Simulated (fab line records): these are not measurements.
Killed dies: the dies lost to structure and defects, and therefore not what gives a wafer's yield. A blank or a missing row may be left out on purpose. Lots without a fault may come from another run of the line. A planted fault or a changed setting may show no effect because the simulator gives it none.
Split-lot trial | flow n5-finfet | 7 lots, 39 wafers read, on a route of 1938 steps

SPLIT DETAILS
At N5_FIN_SAQP_PECVD_06 (deposits a-Si from SiH4/He, target thk 60 nm, time 48.1 s), the setting time-s was moved away from the recipe's 48.1 s on 18 of the 39 wafers read, by -44.9% to +55.7%. The other wafers ran this setting at the recipe's value.

FROM THE SPLIT TO THE READING: what the file shows between them, 5 steps
- N5_FIN_SAQP_THK_MEAS_07
- N5_FIN_SAQP_HM_DEP_72: deposits SiO2 from SiH4/N2O, target thk 12 nm, time 7.2 s
- N5_FIN_SAQP_COAT_49: time 60 s, resist thk 100 nm
- N5_FIN_SAQP_HM_OPEN_73: chemistry CHF3/O2, target SiO2, stops on a-Si, target depth 12 nm, time 16.8 s
- N5_FIN_SAQP_STRIP_74: strips in CHF3/O2

THE READING
oes-product-au, in a.u., at N5_FIN_SAQP_MANDREL_ETCH_22 (etches a-Si in HBr/Cl2, stops on SiNx, target depth 60 nm, bt time 10 s, time 30 s). A value of 0.769 a.u. with a standard deviation of 0.012 a.u. is what fault-free wafers of this fab line usually give.

wafer  | tool, chamber at the split | time-s as run, s | against the recipe | oes-product-au, a.u. | against lot-mates on the recipe
L075.1 | pecvd-04, 1                | 48.1             | recipe             | 0.752                | -
L075.2 | pecvd-04, 0                | 63.24            | +31.5%             | 0.903                | +0.137
L075.3 | pecvd-04, 0                | 48.1             | recipe             | 0.786                | -
L075.4 | pecvd-04, 1                | 63.24            | +31.5%             | 0.915                | +0.149
L075.5 | pecvd-04, 1                | 63.24            | +31.5%             | 0.895                | +0.129
L075.6 | pecvd-04, 0                | 48.1             | recipe             | 0.760                | -
L084.1 | pecvd-02, 0                | 48.1             | recipe             | 0.782                | -
L084.2 | pecvd-02, 2                | 48.1             | recipe             | 0.756                | -
L084.3 | pecvd-02, 1                | 26.52            | -44.9%             | 0.544                | -0.231
L084.4 | pecvd-02, 1                | 26.52            | -44.9%             | 0.554                | -0.221
L084.5 | pecvd-02, 2                | 48.1             | recipe             | 0.787                | -
L084.6 | pecvd-02, 0                | 26.52            | -44.9%             | 0.568                | -0.207
L085.1 | pecvd-03, 1                | 67.7             | +40.7%             | 0.943                | +0.172
L085.2 | pecvd-03, 0                | 48.1             | recipe             | 0.774                | -
L085.3 | pecvd-03, 2                | 48.1             | recipe             | 0.760                | -
L085.4 | pecvd-03, 0                | 48.1             | recipe             | 0.779                | -
L085.5 | pecvd-03, 2                | 67.7             | +40.7%             | 0.970                | +0.199
L085.6 | pecvd-03, 1                | 67.7             | +40.7%             | 0.960                | +0.189
L087.1 | pecvd-03, 0                | 74.89            | +55.7%             | 0.995                | +0.230
L087.2 | pecvd-03, 1                | 74.89            | +55.7%             | 0.983                | +0.218
L087.3 | pecvd-03, 2                | 48.1             | recipe             | 0.759                | -
L087.4 | pecvd-03, 0                | 74.89            | +55.7%             | 1.018                | +0.253
L087.5 | pecvd-03, 1                | 48.1             | recipe             | 0.759                | -
L087.6 | pecvd-03, 2                | 48.1             | recipe             | 0.778                | -
L091.1 | pecvd-04, 1                | 48.1             | recipe             | 0.781                | -
L091.4 | pecvd-04, 1                | 48.1             | recipe             | 0.778                | -
L091.5 | pecvd-04, 1                | 48.1             | recipe             | 0.796                | -
L094.1 | pecvd-04, 1                | 40.6             | -15.6%             | 0.694                | -0.075
L094.2 | pecvd-04, 0                | 48.1             | recipe             | 0.756                | -
L094.3 | pecvd-04, 2                | 48.1             | recipe             | 0.775                | -
L094.4 | pecvd-04, 1                | 40.6             | -15.6%             | 0.693                | -0.076
L094.5 | pecvd-04, 0                | 40.6             | -15.6%             | 0.689                | -0.080
L094.6 | pecvd-04, 2                | 48.1             | recipe             | 0.776                | -
L095.1 | pecvd-03, 2                | 48.1             | recipe             | 0.777                | -
L095.2 | pecvd-03, 1                | 66.41            | +38.1%             | 0.932                | +0.153
L095.3 | pecvd-03, 0                | 48.1             | recipe             | 0.782                | -
L095.4 | pecvd-03, 0                | 66.41            | +38.1%             | 0.955                | +0.176
L095.5 | pecvd-03, 2                | 48.1             | recipe             | 0.777                | -
L095.6 | pecvd-03, 1                | 66.41            | +38.1%             | 0.947                | +0.168

FIT RESULTS
A straight line over all 39 wafers: oes-product-au changes by +0.00447 a.u. for each +1% of time-s; r = +0.99; the points scatter about the line by 0.014 a.u.
The same after taking each lot's own level away (the mean of its wafers on the recipe; 39 wafers): +0.00452 a.u. for each +1%; r = +0.99; scatter 0.012 a.u.
On that fit, the largest move of time-s shifts the reading by 0.25 a.u.
The span of the lots' own levels, 0.7653 to 0.7850 a.u., comes to 1.6 times the standard deviation stated above.
So the lot-to-lot level changes the slope little: the two slopes agree.
Check: with one of the wafers moved furthest among these (+55.7%) left out of the fit, the line predicts +0.25 a.u. for it against its lot-mates. It came out at +0.23 a.u. against them.

THE WHOLE CHAIN: every reading that the file lists as answering this split, in the file's order
step                        | what it does                                                                       | reading                                                                           | change (the file's fit)                                                         | r (the file's)
N5_FIN_SAQP_PECVD_06        | deposits a-Si from SiH4/He, target thk 60 nm, time 48.1 s                          | a-Si_of_FIN_SAQP_PECVD_06.thk-nm (the simulator's own value, which no gauge read) | +0.611 nm for each +1% of the setting                                           | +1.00
N5_FIN_SAQP_THK_MEAS_07     |                                                                                    | thk-nm                                                                            | withheld for each +1% of the setting                                            | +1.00
N5_FIN_SAQP_MANDREL_ETCH_22 | etches a-Si in HBr/Cl2, stops on SiNx, target depth 60 nm, bt time 10 s, time 30 s | oes-product-au                                                                    | +0.00448 a.u. for each +1% of the setting                                       | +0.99
N5_FIN_SAQP_MANDREL_ETCH_22 | etches a-Si in HBr/Cl2, stops on SiNx, target depth 60 nm, bt time 10 s, time 30 s | etch.depth-nm (the simulator's own value, which no gauge read)                    | +0.589 nm for each +1% of the setting                                           | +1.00
N5_FIN_SAQP_INSPECT_40      | inspects for defects (brightfield)                                                 | raw-defect-count                                                                  | not straight: 345 at the lowest setting, 240 at the recipe, 1769 at the highest | not given

THE FILE'S OWN FIT
oes-product-au changes by +0.00448 a.u. for each +1% of time-s, r = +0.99.
